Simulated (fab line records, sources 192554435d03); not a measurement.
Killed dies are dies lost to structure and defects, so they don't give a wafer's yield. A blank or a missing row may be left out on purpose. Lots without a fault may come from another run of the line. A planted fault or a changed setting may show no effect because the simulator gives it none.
fab line records | flow n5_finfet | part 2 of 2: steps 26 to 32 of 32
record lots=5 wafers=15 last_day=16
route steps=1938 shown SD_ACTIVATION@330 ILD0@335 SDB@347
lots that met no fault: from a run of the same line without faults
start_h: hours from the record's first day to the start of the lot's first wafer shown | wait_h: hours since the lot's step before | " the same as in the row above | L1.1+2: a row that stands for several wafers | - no value, or no start given | * or withheld: withheld | < > ~ a bound
route shown NAME@n: a module of which the file shows steps, and the number in the route of the first | usual: mean/standard deviation of fault-free wafers | same: alike in all rows | chamber/n: place in a boat | sites: the reading at each site | _std_site: their standard deviation | _edge_site: outer sites' mean less inner sites' | radius_mm: how far each site lies from the wafer's centre | mask NAME#n: copy n | behind: the tool/chamber that last shaped the wafer | hold: why the lot was held/for how many hours/how that ended | device: the transistor (n, p or np) that didn't switch | end of line: the same wafers' tests at the end of the route | a step without rows: its recipe alone | killed: dies lost to structure and defects at the first sort, not the wafer's yield | map: a wafer's dies, x killed, . not, _ none there
set.NAME: the setting as run; set.NAME@STEP: as run at that earlier step | model.NAME: the simulator's own value behind a step, which no gauge read
lots at some steps of the route; a table a step, a row a wafer
services: from which hour (start_h, from the record's first day; less than 0 if before it) a tool's chamber was out of use, for how many hours, and why
## steps
# step N5_SDB_CD_MEAS_11
# recipe target_cd_nm=50 landing_energy_ev=500 detector=se_inlens polarity=opening
# usual cd_nm=49.4/0.97
# same landing_energy_ev=500
# columns lot.wafer tool chamber start_h wait_h cd_nm
L077.1 cd_sem-01 0 84.04 - 50.7
L077.4 " 0 " " 50.4
L077.5 " 0 " " 49.9
L079.1 cd_sem-01 0 97.23 - 49.0
L079.2 " 0 " " 47.9
L079.5 " 0 " " 49.3
L088.1 cd_sem-02 0 151.40 - 49.5
L088.2 " 0 " " 48.6
L088.5 " 0 " " 49.6
L089.1 cd_sem-02 0 154.30 - 49.5
L089.2 " 0 " " 47.8
L089.5 " 0 " " 49.4
L093.3 cd_sem-03 0 177.01 - 50.2
L093.4 " 0 " " 50.4
L093.6 " 0 " " 49.6
# step N5_SDB_OVL_MEAS_12
# recipe points_per_wafer=44
# usual SDB_OVL=0.0/0.63
# columns lot.wafer tool chamber start_h wait_h SDB_OVL[nm]
L077.1 overlay-02 0 84.07 0.0 0.1
L077.4 " 0 " " -0.5
L077.5 " 0 " " -0.6
L079.1 overlay-01 0 97.26 0.0 -0.4
L079.2 " 0 " " 0.2
L079.5 " 0 " " -0.6
L088.1 overlay-02 0 151.43 0.0 -0.9
L088.2 " 0 " " 0.3
L088.5 " 0 " " -0.9
L089.1 overlay-02 0 154.33 0.0 -0.4
L089.2 " 0 " " -0.2
L089.5 " 0 " " -0.2
L093.3 overlay-02 0 177.03 0.0 0.0
L093.4 " 0 " " -1.2
L093.6 " 0 " " -1.0
# step N5_SDB_INSPECT_13
# recipe mode=adi inspect_instrument=brightfield
# usual raw_defect_count=76/29
# columns lot.wafer tool chamber start_h wait_h raw_defect_count
L077.1 defect_inspect-02 - 84.09 0.0 41
L077.4 " - " " 50
L077.5 " - " " 54
L079.1 defect_inspect-01 - 97.29 0.0 91
L079.2 " - " " 99
L079.5 " - " " 78
L088.1 defect_inspect-02 - 151.45 0.0 80
L088.2 " - " " 145
L088.5 " - " " 54
L089.1 defect_inspect-02 - 154.36 0.0 68
L089.2 " - " " 99
L089.5 " - " " 69
L093.3 defect_inspect-02 - 177.06 0.0 59
L093.4 " - " " 69
L093.6 " - " " 66
# step N5_SDB_DESCUM_16
# recipe chemistry=O2 time_s=7.9 source_power_w=50 bias_power_w=20 pressure_mtorr=20 rf_frequency_hz=2.712e+07 temp_c=40 resist=CAR-ArF o2_flow_sccm=225
# usual drypump_motor_current_A=5.8/0.37 oes_product_au=0.77/0.088 rf_vpp_V=243.3/1.3 showerhead_plenum_p_Torr=2.10/0.074 throttle_valve_pct=20.4/0.3
# columns lot.wafer tool chamber start_h wait_h drypump_motor_current_A oes_product_au rf_hours_counter_h rf_vpp_V showerhead_plenum_p_Torr throttle_valve_pct
L077.1 rie_diel-04 1 84.13 0.0 6.1 0.91 27 244.4 2.12 20.1
L077.4 " 0 " " 6.4 0.74 204 243.9 2.16 21.0
L077.5 " 1 " " 6.1 0.91 - 243.6 2.12 20.1
L079.1 rie_diel-03 0 97.47 0.2 5.8 0.71 183 244.4 2.18 20.1
L079.2 " 1 " " 5.8 0.97 0 245.6 2.13 20.3
L079.5 " 1 " " 5.8 0.96 - 245.0 2.13 20.3
L088.1 rie_diel-03 0 151.49 0.0 5.8 0.70 203 244.2 2.18 20.1
L088.2 " 2 " " 5.9 0.70 227 242.2 1.97 20.3
L088.5 " 1 " " 5.8 0.89 - 243.6 2.12 20.4
L089.1 rie_diel-04 2 154.60 0.2 5.5 0.72 172 240.4 2.02 20.5
L089.2 " 3 " " 5.7 0.69 242 244.5 2.17 20.7
L089.5 " 2 " " 5.5 0.73 - 241.6 2.02 20.5
L093.3 rie_diel-04 0 177.09 0.0 6.4 0.71 238 242.6 2.15 21.0
L093.4 " 2 " " 5.5 0.72 - 242.3 2.02 20.5
L093.6 " 0 " " 6.3 0.71 - 244.3 2.15 21.0
# step N5_SDB_ETCH_17
# recipe chemistry=CF4 target=SiARC target_depth_a=234 mask_material=CAR-ArF time_s=39 ion_energy_ev=80 pressure_mtorr=40 source_w=545 bias_w=36 Ar_flow_sccm=100 cf4_flow_sccm=100 ends=cleared
# usual drypump_motor_current_A=5.8/0.37 etch_rf_on_time_s=39.0/0.76 oes_product_au=0.66/0.076 rf_vpp_V=184.3/1.2 showerhead_plenum_p_Torr=2.15/0.072 throttle_valve_pct=15.64/0.27
# columns lot.wafer tool chamber start_h wait_h drypump_motor_current_A etch_rf_on_time_s oes_product_au rf_hours_counter_h rf_vpp_V showerhead_plenum_p_Torr throttle_valve_pct
L077.1 rie_diel-04 1 84.16 0.0 6.1 38.4 0.78 27 182.8 2.18 15.29
L077.4 " 0 " " 6.4 39.1 0.63 204 185.0 2.22 16.19
L077.5 " 1 " " 6.1 38.4 0.78 - 184.1 2.18 15.29
L079.1 rie_diel-03 0 97.51 0.0 5.8 40.2 0.61 183 185.6 2.22 15.34
L079.2 " 1 " " 5.8 38.7 0.84 0 185.3 2.17 15.45
L079.5 " 1 " " 5.8 38.9 0.83 - 184.3 2.17 15.45
L088.1 rie_diel-03 0 151.52 0.0 5.8 40.1 0.60 203 186.0 2.21 15.36
L088.2 " 2 " " 5.9 40.3 0.59 227 183.2 2.04 15.63
L088.5 " 1 " " 5.8 38.6 0.76 - 183.9 2.17 15.49
L089.1 rie_diel-04 2 154.63 0.0 5.5 39.6 0.62 172 182.8 2.06 15.64
L089.2 " 3 " " 5.7 38.2 0.60 242 184.7 2.19 15.82
L089.5 " 2 " " 5.5 39.3 0.62 - 182.3 2.06 15.65
L093.3 rie_diel-04 0 177.13 0.0 6.4 39.0 0.61 238 184.7 2.20 16.23
L093.4 " 2 " " 5.5 39.3 0.62 - 183.2 2.06 15.65
L093.6 " 0 " " 6.4 38.7 0.61 - 184.1 2.20 16.26
# step N5_SDB_ETCH_18
# recipe chemistry=N2/H2 target=SOC target_depth_a=1000 overetch_a=200 mask_material=SiARC temp_c=40 time_s=150 ion_energy_ev=200 pressure_mtorr=30 source_w=840 bias_w=150 n2_flow_sccm=200 h2_flow_sccm=200
# usual drypump_motor_current_A=5.8/0.37 oes_product_au=0.69/0.076 rf_vpp_V=524.1/2.7 showerhead_plenum_p_Torr=2.55/0.093 throttle_valve_pct=17.83/0.28
# columns lot.wafer tool chamber start_h wait_h drypump_motor_current_A oes_product_au rf_hours_counter_h rf_vpp_V showerhead_plenum_p_Torr throttle_valve_pct
L077.1 rie_diel-04 1 84.20 0.0 6.1 0.81 27 526.3 2.60 17.56
L077.4 " 0 " " 6.4 0.66 204 526.7 2.60 18.32
L077.5 " 1 " " 6.1 0.81 - 525.4 2.60 17.58
L079.1 rie_diel-03 0 97.54 0.0 5.8 0.66 183 528.1 2.63 17.39
L079.2 " 1 " " 5.8 0.87 0 525.6 2.62 17.97
L079.5 " 1 " " 5.8 0.86 - 526.1 2.62 17.96
L088.1 rie_diel-03 0 151.56 0.0 5.8 0.64 203 525.0 2.62 17.41
L088.2 " 2 " " 5.9 0.63 227 520.7 2.40 17.60
L088.5 " 1 " " 5.8 0.80 - 525.8 2.61 17.99
L089.1 rie_diel-04 2 154.67 0.0 5.5 0.65 172 521.0 2.44 17.85
L089.2 " 3 " " 5.7 0.62 242 526.3 2.61 17.98
L089.5 " 2 " " 5.4 0.65 - 520.5 2.44 17.83
L093.3 rie_diel-04 0 177.16 0.0 6.4 0.64 238 525.4 2.59 18.38
L093.4 " 2 " " 5.5 0.65 - 521.1 2.43 17.84
L093.6 " 0 " " 6.4 0.64 - 526.0 2.59 18.39
# step N5_SDB_STRIP_19
# recipe chemistry=N2/H2 temp_c=40 n2_flow_sccm=200 h2_flow_sccm=200 rf_frequency_hz=6e+07
# columns lot.wafer tool chamber start_h wait_h
L077.1+4+5 rie_diel-04 1,0,1 84.33 0.1
L079.1+2+5 rie_diel-03 0,1,1 97.67 0.1
L088.1+2+5 rie_diel-03 0,2,1 151.69 0.1
L089.1+2+5 rie_diel-04 2,3,2 154.79 0.1
L093.3+4+6 rie_diel-04 0,2,0 177.29 0.1
## services
# columns tool chamber start_h hours kind
rie_diel-04 2 53.58 6.0 repair
fcvd-01 - 55.87 2.5 repair
cmp-03 - 57.63 10.1 pm
cmp-03 - 68.93 4.3 pm
cmp-04 - 71.18 1.7 repair
cmp-04 - 75.23 0.3 repair
ald_sin-02 - 87.15 14.0 pm
arfi_scanner-01 - 91.57 1.5 pm
arfi_scanner-01 - 99.94 1.1 repair
ald_sin-02 - 101.15 6.1 pm
cmp-03 - 111.33 0.9 repair
rie_diel-03 - 118.04 2.8 pm
cmp-04 - 118.06 4.0 pm
rie_diel-04 2 122.02 1.8 repair
ald_sin-03 - 130.20 1.2 repair
cmp-02 - 132.74 11.8 pm
fcvd-01 1 139.29 6.3 repair
ald_sin-01 0 144.35 15.5 repair
arfi_scanner-01 - 147.81 1.0 pm
fcvd-01 1 156.90 6.8 repair
ald_sin-02 3 158.10 10.5 repair
ald_sin-03 1 166.43 8.9 repair
arfi_scanner-01 - 168.20 1.3 pm
fcvd-01 - 169.98 0.7 repair
